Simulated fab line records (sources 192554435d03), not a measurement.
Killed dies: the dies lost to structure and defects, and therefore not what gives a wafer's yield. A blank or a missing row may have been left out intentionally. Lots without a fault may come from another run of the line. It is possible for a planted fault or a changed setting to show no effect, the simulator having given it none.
Split-lot experiment ; flow n5Finfet ; 21 wafers read across 7 lots, on a route 1938 steps long

THE SPLIT ITSELF
At N5_HKMG_FIN_ETCH_58 (etches SOC in N2/H2, target depth 215.8 nm, time 741 s), the setting sourceW was moved away from the recipe's 875 W on 5 of the 21 wafers read, by -17.2% to -5.4%. All remaining wafers had this setting at the recipe value.

The reading comes from the split's own step.

THE READING
rfVppV, in V, at N5_HKMG_FIN_ETCH_58 (etches SOC in N2/H2, target depth 215.8 nm, time 741 s). A value of 99.1 V with a standard deviation of 0.9 V is what fault-free wafers of this fab line usually give.

wafer;tool, chamber at the split;sourceW as run, W;against the recipe;rfVppV, V;against lot-mates on the recipe
L079.3;rieDiel-05, 1;827.7;-5.4%;100.6;+1.6
L079.4;rieDiel-05, 0;827.7;-5.4%;102.6;+3.6
L079.6;rieDiel-05, 0;875;recipe;99.0;-
L085.1;rieDiel-04, 0;875;recipe;99.7;-
L085.4;rieDiel-04, 0;875;recipe;98.9;-
L085.5;rieDiel-04, 1;875;recipe;98.3;-
L087.2;rieDiel-05, 0;875;recipe;99.1;-
L087.3;rieDiel-05, 1;875;recipe;98.9;-
L087.5;rieDiel-05, 1;875;recipe;99.3;-
L089.3;rieDiel-05, 3;875;recipe;99.9;-
L089.5;rieDiel-05, 3;750.7;-14.2%;104.0;+4.9
L089.6;rieDiel-05, 2;875;recipe;98.3;-
L090.2;rieDiel-03, 3;875;recipe;99.2;-
L090.5;rieDiel-03, 0;875;recipe;101.5;-
L090.6;rieDiel-03, 2;875;recipe;98.2;-
L094.1;rieDiel-05, 2;875;recipe;99.4;-
L094.4;rieDiel-05, 3;724.4;-17.2%;107.1;+7.7
L094.6;rieDiel-05, 2;724.4;-17.2%;105.8;+6.4
L097.2;rieDiel-03, 1;875;recipe;99.5;-
L097.3;rieDiel-03, 0;875;recipe;97.3;-
L097.6;rieDiel-03, 2;875;recipe;99.5;-

THE FIT
A straight line over all 21 wafers: rfVppV changes by -0.407 V for each +1% of sourceW; r = -0.93; the points scatter about the line by 0.94 V.
The same after taking each lot's own level away (the mean of its wafers on the recipe; 21 wafers): -0.397 V for each +1%; r = -0.94; scatter 0.89 V.
Per that fit: largest sourceW move, reading shift of 6.8 V.
The span of the lots' own levels, 98.77 to 99.63 V, comes to 1.0 times the standard deviation stated above.
The two slopes are in agreement: the lot-to-lot level therefore moves the slope only a little.
Check: for one of the wafers moved furthest among these (-17.2%), held out of the fit, the line's prediction against its lot-mates is +6.42 V. It came out at +7.7 V against them.
Tool readings at the split's step, against how far the setting was moved: rfVppV r = -0.93.

OTHER SPLITS APPLIED TO THESE WAFERS
Before the reading, these wafers also passed through other splits. Each is held against what the fit with the lots' levels taken away leaves over:
other split on the same wafers;wafers away from the commonest value;r with rfVppV (lot level and that fit taken away)
N5_DUMMY_GATE_COAT_28 spinRpm;9;-0.24
N5_SD_EPI_N_COAT_33 spinRpm;4;-0.19
N5_ILD0_CMP_03 downForcePsi;7;-0.11
N5_ILD0_PRECLEAN_10 timeS;7;-0.08
N5_HKMG_FIN_ETCH_54 sourceW;3;-0.23

THE WHOLE CHAIN: every reading that the file lists as answering this split, in the file's order
step;what it does;reading;change (the file's fit);r (the file's)
N5_HKMG_FIN_ETCH_58;etches SOC in N2/H2, target depth 215.8 nm, time 741 s;rfVppV;-0.393 V for each +1% of the setting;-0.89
N5_HKMG_FIN_ETCH_58;etches SOC in N2/H2, target depth 215.8 nm, time 741 s;SOC_of_HKMG_FIN_COAT_41.thkNm (the simulator's own value, which no gauge read);-2.02 nm for each +1% of the setting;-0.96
N5_HKMG_FIN_ETCH_58;etches SOC in N2/H2, target depth 215.8 nm, time 741 s;etch.depthNm (the simulator's own value, which no gauge read);+2.03 nm for each +1% of the setting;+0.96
N5_HKMG_FIN_ETCH_58;etches SOC in N2/H2, target depth 215.8 nm, time 741 s;HKMG_FIN.featureDepthNm (the simulator's own value, which no gauge read);+2.03 nm for each +1% of the setting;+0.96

THE FILE'S OWN FIT
rfVppV changes by -0.393 V for each +1% of sourceW, r = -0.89.
